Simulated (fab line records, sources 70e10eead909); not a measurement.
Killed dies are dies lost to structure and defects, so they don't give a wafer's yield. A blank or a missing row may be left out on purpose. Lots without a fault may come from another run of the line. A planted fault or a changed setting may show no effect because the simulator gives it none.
fab line records | flow nand_harc
record lots=5 wafers=15 last_day=34
route steps=1302 shown A_DECK1_JOINT@537 A_ONON_D2@545 END@1302
lots that met no fault: from a run of the same line without faults
start_h: hours from the record's first day to the start of the lot's first wafer shown | wait_h: hours since the lot's step before | " the same as in the row above | L1.1+2: a row that stands for several wafers | - no value, or no start given | * or withheld: withheld | < > ~ a bound
route shown NAME@n: a module of which the file shows steps, and the number in the route of the first | usual: mean/standard deviation of fault-free wafers | same: alike in all rows | chamber/n: place in a boat | sites: the reading at each site | _std_site: their standard deviation | _edge_site: outer sites' mean less inner sites' | radius_mm: how far each site lies from the wafer's centre | mask NAME#n: copy n | behind: the tool/chamber that last shaped the wafer | hold: why the lot was held/for how many hours/how that ended | device: the transistor (n, p or np) that didn't switch | end of line: the same wafers' tests at the end of the route | a step without rows: its recipe alone | killed: dies lost to structure and defects at the first sort, not the wafer's yield | map: a wafer's dies, x killed, . not, _ none there
set.NAME: the setting as run; set.NAME@STEP: as run at that earlier step | model.NAME: the simulator's own value behind a step, which no gauge read
lots at some steps of the route; a table a step, a row a wafer
services: from which hour (start_h, from the record's first day; less than 0 if before it) a tool's chamber was out of use, for how many hours, and why
## steps
# step NHARC_A_DECK1_JOINT_ANNEAL_28
# recipe temp_c=500 time_s=1800 idle_temp_c=400 ramp_up_c_per_min=10 densification_p_h2o_torr=640
# step NHARC_A_DECK1_JOINT_ANNEAL_29
# recipe temp_c=750 time_s=1800 idle_temp_c=500 ramp_up_c_per_min=10 ramp_down_c_per_min=3
# step NHARC_A_DECK1_JOINT_CMP_02
# recipe material=SiOx
# usual motor_current_A=11.5/0.9
# columns lot.wafer tool chamber start_h wait_h motor_current_A
L911.3 cmp-02 1 331.16 0.4 12.3
L911.5 " 0 " " 12.4
L911.6 " 1 " " 12.5
L914.1 cmp-02 3 352.11 0.4 10.8
L914.2 " 0 " " 12.2
L914.3 " 1 " " 12.1
L925.2 cmp-03 2 462.42 0.4 10.8
L925.1 " 3 " " 10.8
L925.6 " 3 " " 10.8
L928.4 cmp-02 3 489.13 0.4 10.7
L928.3 " 1 " " 12.7
L928.6 " 0 " " 13.4
L929.3 cmp-03 3 512.24 0.4 10.7
L929.1 " 1 " " 11.5
L929.5 " 3 " " 10.7
# step NHARC_A_DECK1_JOINT_SRD_15
# step NHARC_A_DECK1_JOINT_DEP_16
# recipe target_thk_a=450 temp_c=400 pressure_torr=6.5 rf_w=900 teos_flow_sccm=161.4 flow_sccm=2650 target_thk_nm=45 gas=O2 material=SiO2
# usual heater_power_w=615/98 rf_fwd_power_W=895.7/2.8 throttle_valve_pct=16.0/0.33
# columns lot.wafer tool chamber start_h wait_h heater_power_w rf_fwd_power_W throttle_valve_pct
L911.3 pecvd-03 1 331.53 0.1 351 900.3 15.6
L911.5 " 2 " " 590 894.6 16.0
L911.6 " 0 " " 729 892.7 15.9
L914.2 pecvd-04 1 352.50 0.1 520 892.2 15.9
L914.1 " 2 " " 605 896.4 15.9
L914.3 " 0 " " 797 896.7 16.3
L925.2 pecvd-03 0 462.91 0.2 666 895.3 15.8
L925.1 " 1 " " 359 897.9 15.6
L925.6 " 2 " " 648 897.9 15.9
L928.3 pecvd-03 2 489.55 0.1 631 894.3 15.7
L928.6 " 1 " " 456 897.3 15.9
L928.4 " 2 " " 622 900.2 15.8
L929.1 pecvd-04 0 512.71 0.2 694 893.8 16.2
L929.3 " 2 " " 598 898.6 15.5
L929.5 " 0 " " 692 897.1 16.1
# step NHARC_A_DECK1_JOINT_THK_MEAS_17
# recipe thk_meas_gauge=ellipsometry
# usual thk_nm=45.0/1.2
# columns lot.wafer tool chamber start_h wait_h thk_nm
L911.3 film_metro-02 - 331.81 0.3 44.5
L911.5 " - " " 45.7
L911.6 " - " " 44.1
L914.1 film_metro-01 - 352.77 0.2 44.9
L914.2 " - " " 42.6
L914.3 " - " " 44.9
L925.1 film_metro-02 - 463.16 0.2 43.3
L925.2 " - " " 43.2
L925.6 " - " " 44.2
L928.3 film_metro-01 - 489.80 0.2 45.0
L928.4 " - " " 43.2
L928.6 " - " " 46.1
L929.1 film_metro-02 - 512.99 0.3 45.6
L929.3 " - " " 44.0
L929.5 " - " " 44.9
# step NHARC_A_DECK1_JOINT_INSPECT_05
# usual raw_defect_count=364/150
# columns lot.wafer tool chamber start_h wait_h raw_defect_count
L911.3 defect_inspect-02 - 331.85 0.0 649
L911.5 " - " " 712
L911.6 " - " " 635
L914.1 defect_inspect-01 - 352.81 0.0 287
L914.2 " - " " 167
L914.3 " - " " 160
L925.1 defect_inspect-01 - 463.19 0.0 237
L925.2 " - " " 241
L925.6 " - " " 404
L928.3 defect_inspect-02 - 489.83 0.0 509
L928.4 " - " " 306
L928.6 " - " " 334
L929.1 defect_inspect-02 - 513.02 0.0 335
L929.3 " - " " 603
L929.5 " - " " 673
# step NHARC_A_ONON_D2_DEP_00
# recipe target_thk_a=10000 n2_flow_sccm=2750 n2o_flow_sccm=2000 nh3_flow_sccm=500 sih4_flow_sccm=210 temp_c=400
# step NHARC_A_ONON_D2_THK_MEAS_02
# recipe thk_meas_gauge=ellipsometry
# usual thk_nm=1001/10
# columns lot.wafer tool chamber start_h wait_h thk_nm
L911.3 film_metro-01 - 332.42 - 1007
L911.5 " - " " 1005
L911.6 " - " " 1007
L914.1 film_metro-01 - 353.39 - 1011
L914.2 " - " " 1011
L914.3 " - " " 1010
L925.1 film_metro-01 - 463.79 - 1023
L925.2 " - " " 1023
L925.6 " - " " 1023
L928.3 film_metro-01 - 490.41 - 986
L928.4 " - " " 988
L928.6 " - " " 985
L929.1 film_metro-01 - 513.60 - 995
L929.3 " - " " 993
L929.5 " - " " 991
# step NHARC_A_ONON_D2_DEP_03
# recipe target_thk_a=10000 n2_flow_sccm=2750 n2o_flow_sccm=2000 nh3_flow_sccm=500 sih4_flow_sccm=210 temp_c=400
# step NHARC_A_ONON_D2_THK_MEAS_05
# recipe thk_meas_gauge=ellipsometry
# usual thk_nm=1001/9.4
# columns lot.wafer tool chamber start_h wait_h thk_nm
L911.3 film_metro-02 - 332.99 - 999
L911.5 " - " " 997
L911.6 " - " " 999
L914.1 film_metro-01 - 353.95 - 992
L914.2 " - " " 993
L914.3 " - " " 993
L925.1 film_metro-02 - 464.36 - 995
L925.2 " - " " 994
L925.6 " - " " 994
L928.3 film_metro-02 - 490.97 - 993
L928.4 " - " " 994
L928.6 " - " " 993
L929.1 film_metro-01 - 514.17 - 1011
L929.3 " - " " 1012
L929.5 " - " " 1012
# step NHARC_A_ONON_D2_DEP_06
# recipe target_thk_a=10000 n2_flow_sccm=2750 n2o_flow_sccm=2000 nh3_flow_sccm=500 sih4_flow_sccm=210 temp_c=400
# columns lot.wafer tool chamber start_h wait_h
L911.3+5+6 pecvd_onon-02 0 333.16 0.2
L914.1+2+3 pecvd_onon-04 0 354.01 0.1
L925.1+2+6 pecvd_onon-02 0 464.42 0.1
L928.3+4+6 pecvd_onon-03 0 491.14 0.2
L929.1+3+5 pecvd_onon-03 0 514.22 0.1
# step NHARC_A_ONON_D2_THK_MEAS_08
# recipe thk_meas_gauge=ellipsometry
# usual thk_nm=1003/9.6
# columns lot.wafer tool chamber start_h wait_h thk_nm
L911.3 film_metro-01 - 333.55 - 1005
L911.5 " - " " 1008
L911.6 " - " " 1006
L914.1 film_metro-02 - 354.52 - 1010
L914.2 " - " " 1007
L914.3 " - " " 1008
L925.1 film_metro-02 - 464.93 - 998
L925.2 " - " " 1095
L925.6 " - " " 1003
L928.3 film_metro-02 - 491.54 - 990
L928.4 " - " " 991
L928.6 " - " " 989
L929.1 film_metro-02 - 514.74 - 1017
L929.3 " - " " 1014
L929.5 " - " " 1017
# step NHARC_A_ONON_D2_DEP_09
# recipe target_thk_a=10000 n2_flow_sccm=2750 n2o_flow_sccm=2000 nh3_flow_sccm=500 sih4_flow_sccm=210 temp_c=400
# step NHARC_END_SORT_01
# recipe temp_c=25
# usual killed_at_array=59/16 killed_at_other=0.7/1.1 killed_at_periphery=4/3 killed_dies=64/16 killed_open=3.4/1.8 killed_short=2.6/1.7
# same gross_dies=677
# columns lot.wafer tool chamber start_h wait_h killed_at_array killed_at_other killed_at_periphery killed_dies killed_open killed_short
L911.3 prober-01 0 607.65 3.1 55 0 5 60 5 2
L911.6 prober-01 0 610.04 4.0 54 0 4 58 5 3
L914.1 prober-02 0 639.04 2.5 38 0 11 49 5 2
L914.2 prober-02 0 639.84 2.8 32 1 9 42 5 4
L914.3 prober-02 0 640.64 3.1 35 1 7 43 4 1
# killed by level:class
L911.3 A_CHANNEL_HOLE_D2:chamber_film_flake=37 A_CHANNEL_HOLE_D1:chamber_film_flake=5 A_CONTACT:chamber_film_flake=4 A_M0:chamber_film_flake=3 A_WL_FILL:geometric_particle:open=2 P_BONDPAD:chamber_film_flake=2 P_M1:geometric_particle:open=1 P_M2:geometric_particle:open=1
L911.6 A_CHANNEL_HOLE_D2:chamber_film_flake=35 A_CHANNEL_HOLE_D1:chamber_film_flake=5 A_CHANNEL_FILL_D2:geometric_particle:short=2 P_BONDPAD:chamber_film_flake=2 A_STAIRCASE:chamber_film_flake=2 A_CONTACT:chamber_film_flake=2 P_CONTACT:geometric_particle:open=1 A_CHANNEL_FILL_D1:chamber_film_flake=1
L914.1 A_CHANNEL_HOLE_D2:chamber_film_flake=13 A_CONTACT:chamber_film_flake=9 P_GATE:chamber_film_flake=6 A_CHANNEL_HOLE_D1:chamber_film_flake=5 P_STI:chamber_film_flake=2 A_DECK1_JOINT:chamber_film_flake=2 A_STAIRCASE:chamber_film_flake=2 P_CONTACT:geometric_particle:open=1
L914.2 A_CHANNEL_HOLE_D2:chamber_film_flake=9 A_CONTACT:chamber_film_flake=9 P_GATE:chamber_film_flake=4 A_CHANNEL_HOLE_D1:chamber_film_flake=4 P_M0:geometric_particle:open=3 A_STAIRCASE:chamber_film_flake=3 A_SLIT:chamber_film_flake=2 A_SOURCE_PLATE:geometric_particle:short=1
L914.3 A_CHANNEL_HOLE_D2:chamber_film_flake=18 A_CHANNEL_HOLE_D1:chamber_film_flake=4 P_ZERO_WELL:chamber_film_flake=3 P_GATE:chamber_film_flake=3 A_CHANNEL_HOLE_D1:geometric_particle:open=2 A_ZERO_WELL:chamber_film_flake=2 A_STAIRCASE:chamber_film_flake=2 A_CONTACT:chamber_film_flake=2
## services
# columns tool chamber start_h hours kind
pecvd_onon-04 - 311.00 13.0 pm
cmp-02 - 332.97 4.0 pm
cmp-02 - 336.97 - consumable_replace:conditioner
cmp-02 - 336.97 - consumable_replace:pad
cmp-03 - 342.52 6.0 repair
pecvd-03 1 348.42 4.6 repair
cmp-03 - 351.78 2.2 repair
cmp-03 - 358.47 4.0 pm
pecvd-03 - 366.00 13.0 pm
pecvd_onon-02 - 366.19 13.0 pm
pecvd-04 0 394.08 12.4 repair
cmp-02 - 406.10 1.1 repair
pecvd_onon-03 - 408.01 13.0 pm
pecvd-04 - 409.51 1.6 repair
cmp-03 - 412.15 2.4 repair
pecvd-03 - 412.51 0.6 repair
cmp-03 - 428.62 3.0 repair
pecvd-03 1 429.60 10.7 repair
cmp-02 - 429.71 0.2 repair
cmp-02 - 430.97 4.0 pm
pecvd-04 - 450.12 13.0 pm
cmp-03 - 456.47 4.0 pm
pecvd_onon-04 - 492.00 13.0 pm
cmp-02 - 492.28 2.2 repair
## key
first_sign step=NHARC_A_ONON_D2_THK_MEAS_08 reading=thk_nm direction=up sigmas=9.6 usual=1003 struck=1095
effect none on later readings
met_at NHARC_A_ONON_D2_DEP_06
struck_wafers L925.2
tester_left_out L925
onset_between 333.16 464.42
fault kind=process_parameter_drift tool=pecvd_onon-02 chamber=- onset_h=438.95 steps=NHARC_A_ONON_D2_DEP_06 channel=target_thk_a offset=* shape=step end_h=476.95 scope=struck_wafers_only acts_in=* stated=*
# tester_left_out: of these lots the tester's yield and bins aren't shown, on N5 and GAA mostly nor the transistor test; their killed dies are dies lost to structure and defects alone, not to doping, threshold or leakage, so they don't give the yield
